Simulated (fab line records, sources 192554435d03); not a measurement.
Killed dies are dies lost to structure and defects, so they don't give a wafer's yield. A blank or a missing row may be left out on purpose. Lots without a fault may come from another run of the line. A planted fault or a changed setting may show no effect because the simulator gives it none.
fab line records | flow n5_finfet
record lots=6 wafers=16 last_day=18
route steps=1938 shown BEOL_M0_SAQP@642 BEOL_M4@1111
lots that met no fault: from a run of the same line without faults
start_h: hours from the record's first day to the start of the lot's first wafer shown | wait_h: hours since the lot's step before | " the same as in the row above | L1.1+2: a row that stands for several wafers | - no value, or no start given | * or withheld: withheld | < > ~ a bound
route shown NAME@n: a module of which the file shows steps, and the number in the route of the first | usual: mean/standard deviation of fault-free wafers | same: alike in all rows | chamber/n: place in a boat | sites: the reading at each site | _std_site: their standard deviation | _edge_site: outer sites' mean less inner sites' | radius_mm: how far each site lies from the wafer's centre | mask NAME#n: copy n | behind: the tool/chamber that last shaped the wafer | hold: why the lot was held/for how many hours/how that ended | device: the transistor (n, p or np) that didn't switch | end of line: the same wafers' tests at the end of the route | a step without rows: its recipe alone | killed: dies lost to structure and defects at the first sort, not the wafer's yield | map: a wafer's dies, x killed, . not, _ none there
set.NAME: the setting as run; set.NAME@STEP: as run at that earlier step | model.NAME: the simulator's own value behind a step, which no gauge read
lots at some steps of the route; a table a step, a row a wafer
services: from which hour (start_h, from the record's first day; less than 0 if before it) a tool's chamber was out of use, for how many hours, and why
## steps
# step N5_BEOL_M0_SAQP_COAT_82
# recipe resist=SiARC temp_c=220 time_s=60 spin_rpm=1500 resist_thk_nm=30
# step N5_BEOL_M0_SAQP_COAT_08
# recipe resist=CAR-ArF spin_rpm=1500 resist_thk_nm=90
# step N5_BEOL_M0_SAQP_EBR_10
# recipe solvent=PGMEA ebr_width_mm=1.5
# step N5_BEOL_M0_SAQP_SOFTBAKE_09
# recipe temp_c=110 time_s=60 resist=CAR-ArF
# step N5_BEOL_M0_SAQP_EXPOSE_11
# recipe mask_id=M0_CORE na=1.35 source_shape=dipole sigma_inner=0.538 sigma_outer=0.738 polarization=te target_cd_nm=42 dose_mj=55
# step N5_BEOL_M0_SAQP_PEB_12
# recipe peb_temp_c=withheld peb_time_s=60 resist=CAR-ArF
# step N5_BEOL_M0_SAQP_DEVELOP_13
# recipe develop_time_s=30 developer=TMAH resist=CAR-ArF dev_temp_c=23 rinse_liquid=diw dry=air_spin
# step N5_BEOL_M0_SAQP_CD_MEAS_14
# recipe target_cd_nm=42.5 landing_energy_ev=500 detector=se_inlens
# usual cd_nm=42.4/0.41
# columns lot.wafer tool chamber start_h wait_h cd_nm
L876.1 cd_sem-03 0 118.69 - 42.4
L876.2 " 0 " " 42.7
L876.5 " 0 " " 42.9
L880.1 cd_sem-03 0 141.02 - 42.2
L880.2 " 0 " " 42.7
L880.5 " 0 " " 42.3
L892.3 cd_sem-02 0 209.43 - 42.4
L892.5 " 0 " " 42.7
L895.3 cd_sem-02 0 233.88 - 42.4
L895.6 " 0 " " 42.0
L898.2 cd_sem-01 0 245.03 - 42.6
L898.3 " 0 " " 42.6
L898.6 " 0 " " 42.0
L897.4 cd_sem-02 0 248.00 - 42.7
L897.5 " 0 " " 42.8
L897.6 " 0 " " 42.1
# step N5_BEOL_M0_SAQP_OVL_MEAS_15
# recipe points_per_wafer=44
# usual M0_CORE_OVL=0.2/0.72
# same points_per_wafer=44
# columns lot.wafer tool chamber start_h wait_h M0_CORE_OVL[nm]
L876.1 overlay-01 0 118.72 0.0 1.1
L876.2 " 0 " " 0.8
L876.5 " 0 " " 0.6
L880.1 overlay-01 0 141.05 0.0 0.9
L880.2 " 0 " " -0.9
L880.5 " 0 " " -0.5
L892.3 overlay-01 0 209.45 0.0 0.2
L892.5 " 0 " " 1.4
L895.3 overlay-02 0 233.95 0.1 -0.7
L895.6 " 0 " " -0.2
L898.2 overlay-02 0 245.06 0.0 0.1
L898.3 " 0 " " 1.1
L898.6 " 0 " " -0.2
L897.4 overlay-02 0 248.03 0.0 2.0
L897.5 " 0 " " 0.0
L897.6 " 0 " " 1.1
# step N5_BEOL_M0_SAQP_INSPECT_16
# recipe mode=adi inspect_instrument=brightfield
# usual raw_defect_count=488/120
# columns lot.wafer tool chamber start_h wait_h raw_defect_count
L876.1 defect_inspect-01 - 118.74 0.0 344
L876.2 " - " " 425
L876.5 " - " " 270
L880.1 defect_inspect-02 - 141.07 0.0 498
L880.2 " - " " 606
L880.5 " - " " 296
L892.3 defect_inspect-02 - 209.48 0.0 568
L892.5 " - " " 653
L895.3 defect_inspect-02 - 233.98 0.0 448
L895.6 " - " " 506
L898.2 defect_inspect-01 - 245.09 0.0 363
L898.3 " - " " 543
L898.6 " - " " 229
L897.4 defect_inspect-02 - 248.05 0.0 494
L897.5 " - " " 459
L897.6 " - " " 469
# step N5_BEOL_M0_SAQP_DESCUM_19
# recipe chemistry=O2 time_s=7.9 source_power_w=50 bias_power_w=20 pressure_mtorr=20 rf_frequency_hz=2.712e+07 temp_c=40 resist=CAR-ArF o2_flow_sccm=225
# usual drypump_motor_current_A=5.6/0.44 oes_product_au=0.77/0.083 rf_vpp_V=242.9/1.3 showerhead_plenum_p_Torr=2.07/0.069 throttle_valve_pct=20.46/0.29
# columns lot.wafer tool chamber start_h wait_h drypump_motor_current_A oes_product_au rf_hours_counter_h rf_vpp_V showerhead_plenum_p_Torr throttle_valve_pct
L876.1 rie_diel-06 1 118.77 0.0 5.1 0.69 242 241.6 1.98 20.62
L876.2 " 3 " " 5.3 0.76 142 242.8 1.98 20.53
L876.5 " 1 " " 5.1 0.69 - 241.8 1.98 20.62
L880.1 rie_diel-04 2 141.11 0.0 6.1 0.70 211 243.4 2.17 20.88
L880.2 " 3 " " 5.3 0.71 197 244.6 2.17 20.28
L880.5 " 3 " " 5.3 0.72 - 244.1 2.17 20.30
L892.3 rie_diel-04 0 209.98 0.5 5.5 0.96 2 243.3 2.08 20.65
L892.5 " 3 " " 5.3 0.70 - 242.9 2.16 20.32
L895.3 rie_diel-04 1 234.07 0.1 6.5 0.77 125 243.9 2.12 20.26
L895.6 " 2 " " 6.1 0.68 - 245.4 2.16 20.92
L898.2 rie_diel-02 2 245.17 0.1 5.8 0.65 245 241.8 2.03 20.02
L898.3 " 0 " " 6.0 0.74 193 243.9 2.06 20.69
L898.6 " 2 " " 5.8 0.66 - 243.4 2.03 20.02
L897.4 rie_diel-06 2 248.29 0.2 4.8 0.89 - 243.7 2.14 20.10
L897.5 " 0 " " 5.4 0.82 - 242.4 2.05 20.76
L897.6 " 3 " " 5.3 0.70 - 242.0 1.97 20.61
# step N5_BEOL_M0_SAQP_ETCH_83
# recipe chemistry=CF4 target=SiARC target_depth_a=390 mask_material=CAR-ArF time_s=65 ion_energy_ev=80 pressure_mtorr=40 source_w=545 bias_w=36 Ar_flow_sccm=100 cf4_flow_sccm=100 ends=cleared
# usual drypump_motor_current_A=5.6/0.44 etch_rf_on_time_s=65.6/2.1 oes_product_au=0.65/0.068 rf_vpp_V=183.7/1.2 showerhead_plenum_p_Torr=2.13/0.06 throttle_valve_pct=15.71/0.28
# columns lot.wafer tool chamber start_h wait_h drypump_motor_current_A etch_rf_on_time_s oes_product_au rf_hours_counter_h rf_vpp_V showerhead_plenum_p_Torr throttle_valve_pct
L876.1 rie_diel-06 1 118.81 0.0 5.1 71.3 0.56 242 181.6 2.03 15.85
L876.2 " 3 " " 5.3 62.6 0.66 142 182.5 2.07 15.93
L876.5 " 1 " " 5.1 70.2 0.56 - 181.1 2.03 15.84
L880.1 rie_diel-04 2 141.14 0.0 6.1 67.5 0.59 211 184.3 2.21 15.99
L880.2 " 3 " " 5.3 65.7 0.61 197 185.5 2.22 15.58
L880.5 " 3 " " 5.3 65.9 0.61 - 185.0 2.22 15.56
L892.3 rie_diel-04 0 210.01 0.0 5.6 65.5 0.81 3 183.5 2.11 15.63
L892.5 " 3 " " 5.3 66.0 0.60 - 184.8 2.21 15.60
L895.3 rie_diel-04 1 234.11 0.0 6.5 65.2 0.66 125 184.9 2.14 15.37
L895.6 " 2 " " 6.1 65.9 0.57 - 184.6 2.20 16.04
L898.2 rie_diel-02 2 245.21 0.0 5.8 68.8 0.56 245 183.4 2.12 15.60
L898.3 " 0 " " 5.9 64.9 0.63 193 183.8 2.13 16.00
L898.6 " 2 " " 5.8 68.3 0.55 - 183.7 2.12 15.60
L897.4 rie_diel-06 2 248.33 0.0 4.8 67.7 0.75 - 182.7 2.20 15.31
L897.5 " 0 " " 5.3 66.5 0.69 - 182.5 2.09 15.79
L897.6 " 3 " " 5.3 63.4 0.62 - 183.0 2.05 16.03
# step N5_BEOL_M0_SAQP_ETCH_84
# recipe chemistry=N2/H2 target=SOC target_depth_a=1000 overetch_a=200 mask_material=SiARC temp_c=40 time_s=150 ion_energy_ev=200 pressure_mtorr=30 source_w=840 bias_w=150 n2_flow_sccm=200 h2_flow_sccm=200
# usual drypump_motor_current_A=5.6/0.44 n2_flow_sccm=200.1/0.56 oes_product_au=0.69/0.067 rf_vpp_V=523.1/2.4 showerhead_plenum_p_Torr=2.52/0.083 throttle_valve_pct=17.9/0.31
# columns lot.wafer tool chamber start_h wait_h drypump_motor_current_A n2_flow_sccm oes_product_au rf_hours_counter_h rf_vpp_V showerhead_plenum_p_Torr throttle_valve_pct model.SiARC_of_BEOL_M0_SAQP_COAT_82.thk_nm
L876.1 rie_diel-06 1 118.86 0.0 5.1 199.4 0.62 242 520.7 2.41 18.1 24.6
L876.2 " 3 " " 5.3 199.4 0.68 142 521.2 2.44 18.2 24
L876.5 " 1 " " 5.1 199.9 0.62 - 520.5 2.41 18.1 24.6
L880.1 rie_diel-04 2 141.19 0.0 6.1 199.6 0.63 211 526.7 2.65 18.4 24.6
L880.2 " 3 " " 5.3 199.6 0.64 197 526.9 2.65 17.9 24.4
L880.5 " 3 " " 5.3 199.8 0.64 - 526.9 2.65 17.9 24.2
L892.3 rie_diel-04 0 210.06 0.0 5.6 199.8 0.86 3 523.9 2.50 17.9 24.4
L892.5 " 3 " " 5.3 200.5 0.63 - 525.0 2.65 17.9 25.2
L895.3 rie_diel-04 1 234.16 0.0 6.5 200.2 0.69 125 525.0 2.55 17.5 24
L895.6 " 2 " " 6.1 199.0 0.61 - 525.3 2.64 18.5 25.2
L898.2 rie_diel-02 2 245.26 0.0 5.7 199.7 0.60 245 521.7 2.52 17.7 24.6
L898.3 " 0 " " 6.0 200.1 0.66 193 524.2 2.50 18.1 24.4
L898.6 " 2 " " 5.7 199.4 0.61 - 523.4 2.52 17.8 24.6
L897.4 rie_diel-06 2 248.40 0.0 4.8 200.5 0.81 - 524.3 2.60 17.5 24.8
L897.5 " 0 " " 5.4 201.5 0.74 - 520.5 2.47 18.1 24.4
L897.6 " 3 " " 5.3 199.5 0.64 - 519.8 2.42 18.3 24.4
# step N5_BEOL_M0_SAQP_STRIP_80
# recipe chemistry=N2/H2 temp_c=40 n2_flow_sccm=200 h2_flow_sccm=200 rf_frequency_hz=6e+07
# step N5_BEOL_M4_RC_MEAS_101
# usual DIBL_N=35.4/2.1 DIBL_P=34.8/2.6 IOFF_N=0.15/0.037 IOFF_P=0.19/0.037 ION_N=677/16 ION_P=462/9.3 SS_N=71.4/0.75 SS_P=72.9/0.77 VT_N=250/3.7 VT_P=-251/3.5
# columns lot.wafer tool chamber start_h wait_h DIBL_N[mV/V] DIBL_P[mV/V] IOFF_N[nA/um] IOFF_P[nA/um] ION_N[uA/um] ION_P[uA/um] SS_N[mV/dec] SS_P[mV/dec] VT_N[mV] VT_P[mV]
L876.1 prober-02 0 183.59 0.0 31.6 28.4 0.09 0.16 664 473 70.1 72.4 255 -252
L876.2 " 0 " " 35.5 33.2 0.14 0.21 680 470 71.0 72.9 250 -249
L876.5 " 0 " " 34.3 31.4 0.13 0.18 680 463 70.9 72.7 248 -249
L880.1 prober-02 0 204.14 0.0 38.2 39.3 0.21 0.27 688 476 71.7 74.3 243 -247
L880.2 " 0 " " 31.5 31.1 0.10 0.14 655 455 70.4 71.9 253 -256
L880.5 " 0 " " 34.1 33.8 0.13 0.18 675 458 71.5 72.8 251 -250
L892.3 prober-01 0 270.12 0.3 36.1 35.6 0.17 0.19 693 462 71.9 72.9 252 -252
L892.5 " 0 " " 34.8 35.3 0.15 0.19 678 465 70.8 73.2 252 -252
L895.3 prober-01 0 303.19 0.3 38.2 38.1 0.19 0.21 704 475 71.7 75.0 247 -253
L895.6 " 0 " " 35.8 33.8 0.13 0.14 668 445 71.5 73.2 254 -261
L898.2 prober-02 0 326.19 0.2 36.8 37.0 0.18 0.19 703 462 72.1 73.5 248 -252
L898.3 " 0 " " 34.6 36.3 0.15 0.20 689 468 71.3 72.6 247 -252
L898.6 " 0 " " 33.5 32.9 0.12 0.15 680 463 71.7 72.2 251 -256
L897.4 prober-01 0 327.77 0.5 34.0 33.9 0.13 0.20 675 474 70.4 71.8 249 -246
L897.5 " 0 " " 33.2 32.4 0.12 0.19 665 467 70.2 71.5 251 -248
L897.6 " 0 " " 35.3 34.1 0.14 0.19 678 465 72.1 72.5 252 -249
## services
# columns tool chamber start_h hours kind
rie_diel-04 2 109.23 1.6 repair
rie_diel-06 2 112.41 19.7 repair
rie_diel-04 0 138.95 5.4 repair
rie_diel-06 1 140.33 - clean
rie_diel-06 1 140.33 - consumable_replace:focus_ring
rie_diel-06 1 140.33 - consumable_replace:showerhead
rie_diel-06 1 140.33 18.2 scheduled_down
rie_diel-06 1 140.33 18.2 vent_cycle
rie_diel-06 2 165.75 - clean
rie_diel-06 2 165.75 - consumable_replace:focus_ring
rie_diel-06 2 165.75 18.1 scheduled_down
rie_diel-06 2 165.75 18.1 vent_cycle
rie_diel-02 1 177.11 5.9 repair
rie_diel-06 1 184.00 81.3 repair
rie_diel-04 0 186.86 - clean
rie_diel-04 0 186.86 - consumable_replace:focus_ring
rie_diel-04 0 186.86 14.6 scheduled_down
rie_diel-04 0 186.86 14.6 vent_cycle
rie_diel-02 3 191.84 6.5 repair
rie_diel-04 2 198.53 2.8 repair
rie_diel-06 2 218.19 13.6 repair
rie_diel-06 0 220.16 6.2 repair
rie_diel-02 3 243.66 9.1 repair
## key
first_sign none at tools or gauges
model_effect step=N5_BEOL_M0_SAQP_ETCH_84 value=SiARC_of_BEOL_M0_SAQP_COAT_82.thk_nm without=24.4 struck=25.2
met_at N5_BEOL_M0_SAQP_ETCH_84
struck_wafers L892.5,L895.6
onset_between 141.19 210.06
fault kind=process_parameter_drift tool=rie_diel-04 chamber=- onset_h=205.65 steps=N5_BEOL_M0_SAQP_ETCH_84 channel=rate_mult offset=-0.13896 shape=step end_h=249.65 scope=struck_wafers_only
